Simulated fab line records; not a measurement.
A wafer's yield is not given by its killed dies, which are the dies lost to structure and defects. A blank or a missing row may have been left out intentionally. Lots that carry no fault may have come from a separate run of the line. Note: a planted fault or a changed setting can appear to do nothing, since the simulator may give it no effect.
Chamber matching	flow n5-finfet	N5_BEOL_M0_SAQP_PECVD_00 on pecvd-03: 3 sister chambers
The step deposits SiCN from 3MS/NH3, target thk 8 nm, time 14 s. 6 wafers are shown with their chamber, then 11 later ones without.

## WAFERS, EACH WITH ITS CHAMBER
wafer	chamber	throttle-valve-pct (%)	showerhead-plenum-p-Torr (Torr)
L090.1	0	8.5	3.672
L090.2	1	9.2	3.685
L090.4	0	8.1	3.674
L090.5	2	8.7	3.677
L090.6	1	9.1	3.693
L092.3	2	8.6	3.682

## WAFERS WHOSE CHAMBER IS MISSING
wafer	throttle-valve-pct (%)	showerhead-plenum-p-Torr (Torr)
L092.4	9.5	3.682
L092.5	9.3	3.695
L093.2	8.5	3.676
L093.4	8.2	3.673
L093.5	8.3	3.662
L095.1	8.3	3.677
L095.4	8.4	3.672
L095.5	8.4	3.674
L096.1	8.7	3.687
L096.2	8.9	3.695
L096.3	8.5	3.677

## WHICH CHAMBER EACH ONE RAN IN
wafer	from the rows above	in truth
L092.4	1	1
L092.5	1	1
L093.2	can't be placed: 2 or 0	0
L093.4	0	0
L093.5	0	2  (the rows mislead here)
L095.1	can't be placed: 0 or 2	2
L095.4	can't be placed: 0 or 2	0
L095.5	can't be placed: 0 or 2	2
L096.1	can't be placed: 2 or 1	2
L096.2	1	1
L096.3	can't be placed: 2 or 0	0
Correctly placed: 4 of 11. Cannot be placed on the basis of these rows: 6; the candidates contain the true chamber in 6. Number placed wrongly: 1.
How it was worked out, from the rows above alone: a wafer's distance from a chamber is the root of the sum, over the readings, of the square of ((its reading less the chamber's mean) divided by the reading's scatter). If the next closest chamber is less than 2 further off than the closest, the wafer can't be placed; otherwise it belongs to the closest. Each chamber's mean is taken over the wafers shown for it. How the scatter is found: for the shown wafers, subtract from each reading the mean of its chamber, square and add these, divide the total by (wafers less chambers), then take the root.
